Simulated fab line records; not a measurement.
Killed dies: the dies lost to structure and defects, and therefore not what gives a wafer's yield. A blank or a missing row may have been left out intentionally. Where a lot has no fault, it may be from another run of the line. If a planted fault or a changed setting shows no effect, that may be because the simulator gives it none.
The same fault as seen by 2 desks :: flow nand_harc :: what lay behind the numbers comes last; until then each desk has only its own

AT THE METROLOGY DESK
What the gauges read, lot by lot, whatever tool the lot ran on: means of the sampled wafers that have a number. The brackets show how far a lot's mean lies from the usual mean; more than 4 standard deviations puts the lot out of limits, marked OUT.
Columns: A = cd_nm at NHARC_P_STI_CD_MEAS_09, usual 198.7 nm; B = trench_depth_nm at NHARC_P_STI_OCD_MEAS_17, usual 300 nm; C = trench_foot_cd_nm at NHARC_P_STI_OCD_MEAS_17, usual 156.8 nm
lot: L631
first seen here: day 2 23:53
A: 202.3
B: 296
C: 161.0

lot: L632
first seen here: day 3 09:13
A: 198.9
B: 299
C: 157.4

lot: L633
first seen here: day 3 16:31
A: 197.2
B: 295
C: 156.3

lot: L634
first seen here: day 4 00:52
A: 199.1
B: 303
C: 157.4

lot: L636
first seen here: day 4 20:07
A: 198.5
B: 299
C: 157.1

lot: L637
first seen here: day 5 09:14
A: 198.0
B: 294
C: 157.0

lot: L638
first seen here: day 5 18:28
A: 199.1
B: 301
C: 156.9

lot: L639
first seen here: day 6 02:30
A: 199.7
B: 296
C: 158.2

lot: L640
first seen here: day 6 15:29
A: 197.5
B: 297
C: 156.1

lot: L641
first seen here: day 7 00:20
A: 199.6
B: 301
C: 157.6

lot: L642
first seen here: day 7 08:44
A: 199.5
B: 300
C: 157.3

lot: L648
first seen here: day 9 22:35
A: 196.4
B: 295
C: 155.3

lot: L649
first seen here: day 10 12:20
A: 233.5 (+20) OUT
B: 304
C: 190.8 (+18) OUT

lot: L650
first seen here: day 10 22:54
A: 234.0 (+21) OUT
B: 303
C: 191.5 (+18) OUT

lot: L651
first seen here: day 11 03:02
A: 230.1 (+18) OUT
B: 303
C: 188.1 (+16) OUT
This desk's verdict: out of limits on L649, L650, L651, starting with L649 at day 10 12:20 (cd_nm at NHARC_P_STI_CD_MEAS_09). L631, L632, L633, L634, L636, L637, L638, L639, L640, L641, L642, L648 stayed within limits.

AT THE TOOL OWNER'S DESK: litho_track-07
The tool's own readings at NHARC_P_STI_PEB_07 (peb time 80 s): means of the sampled wafers that have a number, for each lot that ran on this tool. The brackets show how far a lot's mean lies from the usual mean; more than 4 standard deviations puts the lot out of limits, marked OUT.
Columns: A = exhaust_pa at NHARC_P_STI_PEB_07, usual 45.2 Pa; B = heater_power_total_W at NHARC_P_STI_PEB_07, usual 189.8 W; C = plate_temp_C at NHARC_P_STI_PEB_07, usual 128.03 C
lot: L632
first seen here: day 3 09:08
A: 45.7
B: 190.4
C: 128.02

lot: L633
first seen here: day 3 16:25
A: 44.4
B: 190.1
C: 127.95

lot: L637
first seen here: day 5 09:08
A: 45.2
B: 190.5
C: 128.10

lot: L640
first seen here: day 6 15:24
A: 46.0
B: 189.7
C: 128.06

lot: L642
first seen here: day 7 08:38
A: 45.5
B: 189.5
C: 127.94

lot: L648
first seen here: day 9 22:30
A: 45.3
B: 190.6
C: 128.01

lot: L649
first seen here: day 10 12:15
A: 45.3
B: 199.0 (+11) OUT
C: 133.15 (+43) OUT

lot: L650
first seen here: day 10 22:49
A: 45.4
B: 200.2 (+13) OUT
C: 133.04 (+42) OUT

lot: L651
first seen here: day 11 02:57
A: 45.9
B: 200.4 (+13) OUT
C: 133.02 (+42) OUT
This desk's verdict: out of limits on L649, L650, L651, starting with L649 at day 10 12:15 (heater_power_total_W at NHARC_P_STI_PEB_07). L632, L633, L637, L640, L642, L648 stayed within limits.

PUT TOGETHER
At day 10 12:15, on L649, L650, L651, the tool owner's desk was in a position to raise an alarm.
At day 10 12:20 the metrology desk could have sounded an alarm, on L649, L650, L651.
The lots listed all ran NHARC_P_STI_PEB_07 on litho_track-07.

WHAT THE SIMULATOR HAD INSERTED
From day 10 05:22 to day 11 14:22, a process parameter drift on litho_track-07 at NHARC_P_STI_PEB_07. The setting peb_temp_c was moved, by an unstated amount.
Struck lots among those shown: L649, L650, L651.
Fault start to first reading out of limits, in hours, per desk: tool owner, 7; metrology, 7.
